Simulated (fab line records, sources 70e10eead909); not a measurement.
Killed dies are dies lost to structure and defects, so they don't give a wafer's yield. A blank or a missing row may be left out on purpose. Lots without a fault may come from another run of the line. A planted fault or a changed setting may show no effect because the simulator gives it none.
Chamber matching | flow nand_harc | NHARC_A_CONTACT_DESCUM_13 on rie_diel-10: 4 sister chambers
The step chemistry O2, time 3 s. 8 wafers are shown with their chamber, then 10 later ones without.

WAFERS WITH THEIR CHAMBER
wafer  | chamber | showerhead_plenum_p_Torr (Torr) | drypump_motor_current_A (A)
L792.4 | 2       | 1.77                            | 5.88
L798.2 | 2       | 1.77                            | 5.84
L798.4 | 3       | 1.82                            | 5.82
L798.6 | 0       | 1.80                            | 5.59
L797.3 | 3       | 1.82                            | 5.81
L797.6 | 1       | 1.97                            | 5.61
L802.3 | 1       | 1.96                            | 5.62
L802.4 | 0       | 1.80                            | 5.65

WAFERS WITHOUT THEIR CHAMBER
wafer  | showerhead_plenum_p_Torr (Torr) | drypump_motor_current_A (A)
L802.5 | 1.80                            | 5.63
L807.4 | 1.96                            | 5.61
L807.5 | 1.80                            | 5.63
L807.6 | 1.76                            | 5.87
L809.1 | 1.81                            | 5.82
L809.4 | 1.80                            | 5.61
L809.6 | 1.81                            | 5.82
L811.2 | 1.81                            | 5.81
L811.3 | 1.80                            | 5.64
L811.5 | 1.96                            | 5.62

WHICH CHAMBER EACH WENT THROUGH
wafer  | from the rows above | in truth
L802.5 | 0                   | 0
L807.4 | 1                   | 1
L807.5 | 0                   | 0
L807.6 | 2                   | 2
L809.1 | 3                   | 3
L809.4 | 0                   | 0
L809.6 | 3                   | 3
L811.2 | 3                   | 3
L811.3 | 0                   | 0
L811.5 | 1                   | 1
Placed correctly: 10 of 10. Can't be placed from these rows: 0. Placed wrongly: 0.
How it was worked out, from the rows above alone: a wafer's distance from a chamber is the root of the sum, over the readings, of the square of ((its reading less the chamber's mean) divided by the reading's scatter). The wafer belongs to the nearest chamber; if the next one is less than 2 further off, it can't be placed. A chamber's mean is the mean of its shown wafers. The scatter: the root of (the sum of the squares of (reading less its chamber's mean) over the shown wafers, divided by (wafers less chambers)).
